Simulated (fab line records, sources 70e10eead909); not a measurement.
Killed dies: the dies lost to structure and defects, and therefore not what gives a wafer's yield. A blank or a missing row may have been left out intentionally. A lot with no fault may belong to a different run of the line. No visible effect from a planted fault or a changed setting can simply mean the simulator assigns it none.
A lot that was struck, set against a sound lot + flow nand_harc + 14 steps out of a route of 1159
Sound: these wafers, L331.1, L331.2, L331.3. The struck wafers were L338.1, L338.2, L338.6. The cause comes at the end.
For every step that has rows: the tool of each side, followed by ch and its chambers, followed by its first start. Under that, the readings that differ: sound wafers + struck wafers + difference of the means + sigmas: that difference in standard deviations of wafers without a fault.
alike: same words and numbers on both sides, and readings whose means sit less than 2 such deviations apart. not compared: any withheld reading, any reading some wafer has no value for, any bound like >300 that may hide the same value, and any number with overlapping values for which the record gives no deviation.
A row with sigmas, a row that says differs or no value, or rows on one side alone: a step with any of these is where the two part. When numbers do not overlap yet have no deviation, they are printed without sigmas and do not part them. Lack of a reading on every wafer of one side parts them only where that side has two or more wafers.

first, 7 steps without rows for these wafers: NHARC_A_STAIRCASE_COAT_304; NHARC_A_STAIRCASE_SOFTBAKE_305 (time 170 s); NHARC_A_STAIRCASE_EBR_306; NHARC_A_STAIRCASE_EXPOSE_307 (exposes mask CHOP 50); NHARC_A_STAIRCASE_PEB_308 (peb time 130 s); NHARC_A_STAIRCASE_DEVELOP_309 (time 140 s); NHARC_A_STAIRCASE_HARDBAKE_311 (time 140 s).
NHARC_A_STAIRCASE_DESCUM_312: chemistry O2, time 3 s.
  sound on rie_diel-05 ch 0,1,2, day 12 03:13; struck on rie_diel-13 ch 0,1,2, day 14 01:23
  alike: drypump_motor_current_A, oes_product_au, rf_vpp_V, showerhead_plenum_p_Torr, throttle_valve_pct
  not compared: rf_hours_counter_h
NHARC_A_STAIRCASE_ETCH_313: etches the open film in CF4/CHF3.
  sound on rie_diel-05 ch 1,2,3, day 12 03:17; struck on rie_diel-13 ch 0,2, day 14 01:29
| reading               | sound             | struck            | difference | sigmas |
|-----------------------|-------------------|-------------------|------------|--------|
| oes_product_au (a.u.) | 0.979 0.979 0.971 | 0.906 0.934 0.933 | -0.052     | -2     |
  alike: bias_w, cf4_flow_sccm, drypump_motor_current_A, rf_vpp_V, showerhead_plenum_p_Torr, throttle_valve_pct
  not compared: rf_hours_counter_h
NHARC_A_STAIRCASE_HM_OPEN_463: chemistry O2/COS.
  sound: rie_diel-05 ch 0,1,3; struck: rie_diel-13 ch 0,1,2
  alike: bias_w, drypump_motor_current_A, oes_product_au, rf_vpp_V, showerhead_plenum_p_Torr, throttle_valve_pct
  not compared: rf_hours_counter_h
then, 1 step without rows for these wafers: NHARC_A_STAIRCASE_STRIP_464 (strips in O2/COS).
NHARC_A_STAIRCASE_ETCH_453: etches the open film in CF4/O2, target depth 30 nm, overetch 3 nm, time 16.5 s.
  sound on rie_diel-05 ch 1,2,3, day 12 03:44; struck on rie_diel-13 ch 0,2,3, day 14 02:01
  no value came back on the struck wafers for any of 9 readings (bias_w (W), cf4_flow_sccm (sccm) and others); on the sound wafers bias_w (W) reads 100.4 99.6 100.0
NHARC_A_STAIRCASE_ETCH_315: etches the open film in C4F8/O2/Ar, target depth 2500 nm, time 607.1 s.
  sound: rie_diel-05 ch 0,1,3; struck: rie_diel-13 ch 0,2
  alike: bias_w, chamber_pressure_mTorr, oes_product_au, rf_vpp_V
  not compared: rf_hours_counter_h
-- the record jumps here: 8 days lie between the struck wafers' starts before and after (it left off in module A_STAIRCASE and takes up again in module END, whose first step shown is number 1159 of the route) --
NHARC_END_SORT_01:
  at this point the record logs the struck wafers (prober-01 ch 0, day 21 14:28) and has no rows for the sound ones

== WHERE THEY PART ==
Last at NHARC_END_SORT_01 as far as this record goes, first at NHARC_A_STAIRCASE_ETCH_313.

WHY: what the simulator had put in
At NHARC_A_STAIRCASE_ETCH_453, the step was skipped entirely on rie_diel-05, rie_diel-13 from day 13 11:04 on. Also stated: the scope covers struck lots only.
